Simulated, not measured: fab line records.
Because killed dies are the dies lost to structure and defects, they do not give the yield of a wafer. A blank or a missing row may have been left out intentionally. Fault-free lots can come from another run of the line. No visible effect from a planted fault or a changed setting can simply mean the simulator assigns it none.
Matching of chambers    flow nand_harc    NHARC_A_SLIT_DESCUM_14 on rie_diel-01: 4 sister chambers
The step chemistry O2, time 3 s. 4 wafers are shown with their chamber, then 8 later ones without.

== WAFERS WITH THEIR CHAMBER ==
wafer   chamber  drypump_motor_current_A (A)
L080.6  1        6.2
L081.3  2        5.3
L083.5  3        5.3
L092.4  0        5.8

== WAFERS WHOSE CHAMBER IS MISSING ==
wafer   drypump_motor_current_A (A)
L092.5  5.9
L092.6  6.1
L094.1  5.8
L094.3  6.1
L094.4  5.3
L095.3  5.9
L095.5  6.2
L095.6  5.3

== WHICH CHAMBER EACH WENT THROUGH ==
wafer   from the rows above      in truth
L092.5  0                        0
L092.6  1                        1
L094.1  0                        0
L094.3  1                        1
L094.4  can't be placed: 2 or 3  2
L095.3  0                        0
L095.5  1                        1
L095.6  can't be placed: 2 or 3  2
Placed correctly: 6 of 8. Cannot be placed on the basis of these rows: 2; the candidates contain the true chamber in 2. Wrongly placed: 0.
How it was worked out, from the rows above alone: a wafer's distance from a chamber is the root of the sum, over the readings, of the square of ((its reading less the chamber's mean) divided by the reading's scatter). The wafer belongs to the nearest chamber; if the next one is less than 2 further off, it can't be placed. The mean given for a chamber averages the wafers shown for that chamber. The scatter: with one shown wafer a chamber, the root of the mean of the squares of how far each hidden wafer lies from its nearest shown one.
